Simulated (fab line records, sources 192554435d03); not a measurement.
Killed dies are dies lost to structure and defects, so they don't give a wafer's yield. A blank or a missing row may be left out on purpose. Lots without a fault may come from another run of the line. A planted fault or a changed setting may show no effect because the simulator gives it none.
Chamber matching | flow n5_finfet | N5_FIN_CUT_ETCH_20 on rie_diel-05: 4 sister chambers
The step etches SiARC in CF4, target depth 26 nm, time 43.3 s. 4 wafers are shown with their chamber, then 7 later ones without.

WAFERS WITH THEIR CHAMBER
wafer  | chamber | showerhead_plenum_p_Torr (Torr)
L084.5 | 1       | 2.05
L085.4 | 0       | 2.22
L085.6 | 2       | 2.18
L090.5 | 3       | 2.09

WAFERS WITHOUT THEIR CHAMBER
wafer  | showerhead_plenum_p_Torr (Torr)
L090.6 | 2.22
L094.1 | 2.18
L094.4 | 2.21
L094.5 | 2.08
L096.1 | 2.08
L096.5 | 2.21
L096.6 | 2.05

WHICH CHAMBER EACH WENT THROUGH
wafer  | from the rows above | in truth
L090.6 | 0                   | 0
L094.1 | 2                   | 2
L094.4 | 0                   | 0
L094.5 | 3                   | 3
L096.1 | 3                   | 3
L096.5 | 0                   | 0
L096.6 | 1                   | 1
Placed correctly: 7 of 7. Can't be placed from these rows: 0. Placed wrongly: 0.
How it was worked out, from the rows above alone: a wafer's distance from a chamber is the root of the sum, over the readings, of the square of ((its reading less the chamber's mean) divided by the reading's scatter). The wafer belongs to the nearest chamber; if the next one is less than 2 further off, it can't be placed. A chamber's mean is the mean of its shown wafers. The scatter: with one shown wafer a chamber, the root of the mean of the squares of how far each hidden wafer lies from its nearest shown one.
